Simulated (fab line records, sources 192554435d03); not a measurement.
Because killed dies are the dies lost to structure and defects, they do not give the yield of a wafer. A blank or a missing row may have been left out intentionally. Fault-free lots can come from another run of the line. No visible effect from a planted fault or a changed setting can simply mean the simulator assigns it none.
Chamber matching || flow n5-finfet || N5_BEOL_M2_ILD_DEP_00 on pecvd-04: 3 sister chambers
The step deposits SiOC from DEMS/O2, target thk 79 nm, time 15.3 s. 18 wafers are shown with their chamber, then 9 later ones without.

EACH WAFER AND ITS CHAMBER
{"wafer": "L074.2", "chamber": 0, "heater-power-outer-w (W)": 330, "showerhead-plenum-p-Torr (Torr)": 5.692, "throttle-valve-pct (%)": 11.6}
{"wafer": "L074.3", "chamber": 2, "heater-power-outer-w (W)": 330, "showerhead-plenum-p-Torr (Torr)": 5.674, "throttle-valve-pct (%)": 11.5}
{"wafer": "L074.4", "chamber": 0, "heater-power-outer-w (W)": 328, "showerhead-plenum-p-Torr (Torr)": 5.692, "throttle-valve-pct (%)": 12.2}
{"wafer": "L075.1", "chamber": 2, "heater-power-outer-w (W)": 381, "showerhead-plenum-p-Torr (Torr)": 5.682, "throttle-valve-pct (%)": 11.5}
{"wafer": "L075.2", "chamber": 1, "heater-power-outer-w (W)": 300, "showerhead-plenum-p-Torr (Torr)": 5.684, "throttle-valve-pct (%)": 11.4}
{"wafer": "L075.3", "chamber": 0, "heater-power-outer-w (W)": 319, "showerhead-plenum-p-Torr (Torr)": 5.695, "throttle-valve-pct (%)": 12.0}
{"wafer": "L078.4", "chamber": 2, "heater-power-outer-w (W)": 371, "showerhead-plenum-p-Torr (Torr)": 5.666, "throttle-valve-pct (%)": 11.7}
{"wafer": "L078.5", "chamber": 1, "heater-power-outer-w (W)": 276, "showerhead-plenum-p-Torr (Torr)": 5.690, "throttle-valve-pct (%)": 11.8}
{"wafer": "L078.6", "chamber": 0, "heater-power-outer-w (W)": 283, "showerhead-plenum-p-Torr (Torr)": 5.685, "throttle-valve-pct (%)": 11.6}
{"wafer": "L079.2", "chamber": 2, "heater-power-outer-w (W)": 348, "showerhead-plenum-p-Torr (Torr)": 5.663, "throttle-valve-pct (%)": 11.6}
{"wafer": "L079.3", "chamber": 0, "heater-power-outer-w (W)": 332, "showerhead-plenum-p-Torr (Torr)": 5.710, "throttle-valve-pct (%)": 12.3}
{"wafer": "L079.6", "chamber": 2, "heater-power-outer-w (W)": 356, "showerhead-plenum-p-Torr (Torr)": 5.680, "throttle-valve-pct (%)": 11.8}
{"wafer": "L080.1", "chamber": 0, "heater-power-outer-w (W)": 320, "showerhead-plenum-p-Torr (Torr)": 5.689, "throttle-valve-pct (%)": 12.0}
{"wafer": "L080.3", "chamber": 1, "heater-power-outer-w (W)": 231, "showerhead-plenum-p-Torr (Torr)": 5.688, "throttle-valve-pct (%)": 11.4}
{"wafer": "L080.4", "chamber": 1, "heater-power-outer-w (W)": 240, "showerhead-plenum-p-Torr (Torr)": 5.683, "throttle-valve-pct (%)": 11.7}
{"wafer": "L086.2", "chamber": 0, "heater-power-outer-w (W)": 287, "showerhead-plenum-p-Torr (Torr)": 5.684, "throttle-valve-pct (%)": 12.0}
{"wafer": "L086.3", "chamber": 2, "heater-power-outer-w (W)": 311, "showerhead-plenum-p-Torr (Torr)": 5.677, "throttle-valve-pct (%)": 11.8}
{"wafer": "L086.6", "chamber": 2, "heater-power-outer-w (W)": 321, "showerhead-plenum-p-Torr (Torr)": 5.672, "throttle-valve-pct (%)": 11.5}

SIGNATURES (means of the wafers above)
{"reading": "heater-power-outer-w", "chamber 0": 314.14, "chamber 1": 261.75, "chamber 2": 345.43, "scatter within a chamber": 25.4}
{"reading": "showerhead-plenum-p-Torr", "chamber 0": 5.69243, "chamber 1": 5.68625, "chamber 2": 5.67343, "scatter within a chamber": 0.00722}
{"reading": "throttle-valve-pct", "chamber 0": 11.957, "chamber 1": 11.575, "chamber 2": 11.629, "scatter within a chamber": 0.213}
Rule: for each reading, subtract the chamber's mean from the wafer's reading, divide by that reading's scatter and square the result; add these up over the readings and take the root, which gives the wafer's distance from the chamber. The wafer belongs to the nearest chamber; if the next one is less than 2 further off, it can't be placed. The scatter: take each reading less its chamber's mean, square it, sum over the shown wafers, divide by the number of wafers less the number of chambers, and take the root.

WAFERS WITHOUT THEIR CHAMBER
{"wafer": "L088.1", "heater-power-outer-w (W)": 245, "showerhead-plenum-p-Torr (Torr)": 5.690, "throttle-valve-pct (%)": 12.1}
{"wafer": "L088.4", "heater-power-outer-w (W)": 360, "showerhead-plenum-p-Torr (Torr)": 5.677, "throttle-valve-pct (%)": 11.4}
{"wafer": "L088.5", "heater-power-outer-w (W)": 257, "showerhead-plenum-p-Torr (Torr)": 5.699, "throttle-valve-pct (%)": 12.1}
{"wafer": "L090.2", "heater-power-outer-w (W)": 270, "showerhead-plenum-p-Torr (Torr)": 5.702, "throttle-valve-pct (%)": 12.1}
{"wafer": "L090.3", "heater-power-outer-w (W)": 351, "showerhead-plenum-p-Torr (Torr)": 5.675, "throttle-valve-pct (%)": 11.7}
{"wafer": "L090.5", "heater-power-outer-w (W)": 244, "showerhead-plenum-p-Torr (Torr)": 5.686, "throttle-valve-pct (%)": 11.5}
{"wafer": "L093.3", "heater-power-outer-w (W)": 261, "showerhead-plenum-p-Torr (Torr)": 5.674, "throttle-valve-pct (%)": 11.9}
{"wafer": "L093.5", "heater-power-outer-w (W)": 268, "showerhead-plenum-p-Torr (Torr)": 5.671, "throttle-valve-pct (%)": 11.5}
{"wafer": "L093.6", "heater-power-outer-w (W)": 320, "showerhead-plenum-p-Torr (Torr)": 5.688, "throttle-valve-pct (%)": 12.1}

WHICH CHAMBER EACH ONE RAN IN
{"wafer": "L088.1", "from the rows above": "can't be placed: 1 or 0", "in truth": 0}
{"wafer": "L088.4", "from the rows above": 2, "in truth": 2}
{"wafer": "L088.5", "from the rows above": "can't be placed: 0 or 1", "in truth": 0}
{"wafer": "L090.2", "from the rows above": "can't be placed: 0 or 1", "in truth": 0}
{"wafer": "L090.3", "from the rows above": 2, "in truth": 2}
{"wafer": "L090.5", "from the rows above": 1, "in truth": 1}
{"wafer": "L093.3", "from the rows above": "can't be placed: 1 or 0 or 2", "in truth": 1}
{"wafer": "L093.5", "from the rows above": "can't be placed: 1 or 2 or 0", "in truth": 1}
{"wafer": "L093.6", "from the rows above": 0, "in truth": 0}
Placed correctly: 4 of 9. Unplaceable from these rows: 5, with the true chamber sitting among the candidates in 5. Wrongly placed: 0.
